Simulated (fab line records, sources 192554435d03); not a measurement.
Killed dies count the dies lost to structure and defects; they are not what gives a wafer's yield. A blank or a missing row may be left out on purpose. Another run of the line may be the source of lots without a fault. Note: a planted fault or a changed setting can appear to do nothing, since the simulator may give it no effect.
Split-lot trial :: flow n5_finfet :: 7 lots, 21 wafers read, on a route of 1938 steps

## SPLIT DETAILS
At N5_HKMG_FIN_PEB_10 (peb time 60 s), the setting peb_time_s was moved away from the recipe's 60 s on 8 of the 21 wafers read, by -20.0% to +21.0%. The other wafers ran this setting at the recipe's value.

## BETWEEN THE SPLIT AND THE READING: the file shows 1 step in between
- N5_HKMG_FIN_DEVELOP_11: develop time 30 s

## THE READING
Shown in nm: cd_nm at N5_HKMG_FIN_CD_MEAS_12, with target cd 92.8 nm. A value of 93.0 nm with a standard deviation of 1 nm is what fault-free wafers of this fab line usually give.

wafer: L077.3
tool, chamber at the split: litho_track-03, 0
peb_time_s as run, s: 60
against the recipe: recipe
cd_nm, nm: 93.3
against lot-mates on the recipe: -

wafer: L077.5
tool, chamber at the split: litho_track-03, 0
peb_time_s as run, s: 72.43
against the recipe: +20.7%
cd_nm, nm: 97.5
against lot-mates on the recipe: +4.0

wafer: L077.6
tool, chamber at the split: litho_track-03, 0
peb_time_s as run, s: 60
against the recipe: recipe
cd_nm, nm: 93.8
against lot-mates on the recipe: -

wafer: L079.4
tool, chamber at the split: litho_track-02, 0
peb_time_s as run, s: 60
against the recipe: recipe
cd_nm, nm: 94.3
against lot-mates on the recipe: -

wafer: L079.5
tool, chamber at the split: litho_track-02, 0
peb_time_s as run, s: 60
against the recipe: recipe
cd_nm, nm: 94.6
against lot-mates on the recipe: -

wafer: L079.6
tool, chamber at the split: litho_track-02, 0
peb_time_s as run, s: 60
against the recipe: recipe
cd_nm, nm: 93.1
against lot-mates on the recipe: -

wafer: L080.4
tool, chamber at the split: litho_track-02, 0
peb_time_s as run, s: 51.55
against the recipe: -14.1%
cd_nm, nm: 88.6
against lot-mates on the recipe: no lot-mate on the recipe

wafer: L080.5
tool, chamber at the split: litho_track-02, 0
peb_time_s as run, s: 51.55
against the recipe: -14.1%
cd_nm, nm: 88.3
against lot-mates on the recipe: no lot-mate on the recipe

wafer: L080.6
tool, chamber at the split: litho_track-02, 0
peb_time_s as run, s: 51.55
against the recipe: -14.1%
cd_nm, nm: 87.6
against lot-mates on the recipe: no lot-mate on the recipe

wafer: L084.2
tool, chamber at the split: litho_track-03, 0
peb_time_s as run, s: 60
against the recipe: recipe
cd_nm, nm: 90.7
against lot-mates on the recipe: -

wafer: L084.3
tool, chamber at the split: litho_track-03, 0
peb_time_s as run, s: 60
against the recipe: recipe
cd_nm, nm: 92.7
against lot-mates on the recipe: -

wafer: L084.6
tool, chamber at the split: litho_track-03, 0
peb_time_s as run, s: 72.59
against the recipe: +21.0%
cd_nm, nm: 97.6
against lot-mates on the recipe: +5.9

wafer: L085.2
tool, chamber at the split: litho_track-02, 0
peb_time_s as run, s: 60
against the recipe: recipe
cd_nm, nm: 93.9
against lot-mates on the recipe: -

wafer: L085.3
tool, chamber at the split: litho_track-02, 0
peb_time_s as run, s: 60
against the recipe: recipe
cd_nm, nm: 93.6
against lot-mates on the recipe: -

wafer: L085.5
tool, chamber at the split: litho_track-02, 0
peb_time_s as run, s: 60
against the recipe: recipe
cd_nm, nm: 94.7
against lot-mates on the recipe: -

wafer: L087.1
tool, chamber at the split: litho_track-03, 0
peb_time_s as run, s: 60
against the recipe: recipe
cd_nm, nm: 93.7
against lot-mates on the recipe: -

wafer: L087.3
tool, chamber at the split: litho_track-03, 0
peb_time_s as run, s: 49.71
against the recipe: -17.1%
cd_nm, nm: 86.7
against lot-mates on the recipe: -7.3

wafer: L087.6
tool, chamber at the split: litho_track-03, 0
peb_time_s as run, s: 60
against the recipe: recipe
cd_nm, nm: 94.3
against lot-mates on the recipe: -

wafer: L097.1
tool, chamber at the split: litho_track-04, 0
peb_time_s as run, s: 47.99
against the recipe: -20.0%
cd_nm, nm: 84.2
against lot-mates on the recipe: -8.4

wafer: L097.3
tool, chamber at the split: litho_track-04, 0
peb_time_s as run, s: 60
against the recipe: recipe
cd_nm, nm: 92.6
against lot-mates on the recipe: -

wafer: L097.5
tool, chamber at the split: litho_track-04, 0
peb_time_s as run, s: 47.99
against the recipe: -20.0%
cd_nm, nm: 83.8
against lot-mates on the recipe: -8.8

THE FIT
A straight line over all 21 wafers: cd_nm changes by +0.332 nm for each +1% of peb_time_s; r = +0.93; the points scatter about the line by 1.4 nm.
The same after taking each lot's own level away (the mean of its wafers on the recipe; 18 wafers): +0.339 nm for each +1%; r = +0.96; scatter 1.1 nm.
On that fit, the largest move of peb_time_s shifts the reading by 7.1 nm.
The lots' own levels span 91.70 to 94.07 nm, that is 2.4 times the standard deviation above.
Consequently the slope shifts little with the lot-to-lot level, the two slopes agreeing.
Check: +6.9 nm against its lot-mates is what the line predicts for one of the wafers moved furthest among these (+21.0%) when that wafer is left out of the fit. It came out at +5.9 nm against them.

## ADDITIONAL SPLITS CARRIED BY THESE WAFERS
These wafers also went through other splits before the reading. Each is held against what the fit with the lots' levels taken away leaves over:
other split on the same wafers: N5_SDB_STRIP_22 power_w
wafers away from the commonest value: 4
r with cd_nm (lot level and that fit taken away): +0.31

## FILE'S OWN FIT
cd_nm changes by +0.321 nm for each +1% of peb_time_s, r = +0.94.
